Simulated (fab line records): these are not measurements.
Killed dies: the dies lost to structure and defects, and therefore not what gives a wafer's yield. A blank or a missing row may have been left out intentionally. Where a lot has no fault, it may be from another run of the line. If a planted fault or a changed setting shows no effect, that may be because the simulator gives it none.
Matching of chambers || flow n5Finfet || rieDiel-06 running N5_BEOL_M9_STRIP_67: 4 sister chambers
The step strips in CF4. 4 wafers are shown with their chamber, then 10 later ones without.

## WAFERS, EACH WITH ITS CHAMBER
{"wafer": "L077.5", "chamber": 1, "showerheadPlenumPTorr (Torr)": 1.78}
{"wafer": "L093.3", "chamber": 2, "showerheadPlenumPTorr (Torr)": 1.84}
{"wafer": "L095.1", "chamber": 3, "showerheadPlenumPTorr (Torr)": 1.84}
{"wafer": "L095.3", "chamber": 0, "showerheadPlenumPTorr (Torr)": 1.72}

## WAFERS WITHOUT THEIR CHAMBER
{"wafer": "L095.5", "showerheadPlenumPTorr (Torr)": 1.84}
{"wafer": "L094.1", "showerheadPlenumPTorr (Torr)": 1.84}
{"wafer": "L094.2", "showerheadPlenumPTorr (Torr)": 1.72}
{"wafer": "L094.3", "showerheadPlenumPTorr (Torr)": 1.84}
{"wafer": "L092.4", "showerheadPlenumPTorr (Torr)": 1.84}
{"wafer": "L092.5", "showerheadPlenumPTorr (Torr)": 1.84}
{"wafer": "L092.6", "showerheadPlenumPTorr (Torr)": 1.72}
{"wafer": "L096.1", "showerheadPlenumPTorr (Torr)": 1.84}
{"wafer": "L096.5", "showerheadPlenumPTorr (Torr)": 1.72}
{"wafer": "L096.6", "showerheadPlenumPTorr (Torr)": 1.77}

## CHAMBER TAKEN BY EACH
{"wafer": "L095.5", "from the rows above": "can't be placed: 2 or 3", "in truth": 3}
{"wafer": "L094.1", "from the rows above": "can't be placed: 2 or 3", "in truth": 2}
{"wafer": "L094.2", "from the rows above": 0, "in truth": 0}
{"wafer": "L094.3", "from the rows above": "can't be placed: 2 or 3", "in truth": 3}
{"wafer": "L092.4", "from the rows above": "can't be placed: 2 or 3", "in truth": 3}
{"wafer": "L092.5", "from the rows above": "can't be placed: 2 or 3", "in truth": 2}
{"wafer": "L092.6", "from the rows above": 0, "in truth": 0}
{"wafer": "L096.1", "from the rows above": "can't be placed: 2 or 3", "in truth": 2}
{"wafer": "L096.5", "from the rows above": 0, "in truth": 0}
{"wafer": "L096.6", "from the rows above": 1, "in truth": 1}
4 of 10 placed correctly. Can't be placed from these rows: 6 (the true chamber is among the candidates in 6). Wrongly placed: 0.
How it was worked out, from the rows above alone: a wafer's distance from a chamber is the root of the sum, over the readings, of the square of ((its reading less the chamber's mean) divided by the reading's scatter). If the next closest chamber is less than 2 further off than the closest, the wafer can't be placed; otherwise it belongs to the closest. The mean given for a chamber averages the wafers shown for that chamber. The scatter: root of mean squared gap, hidden wafer to nearest shown wafer, with one shown wafer a chamber.
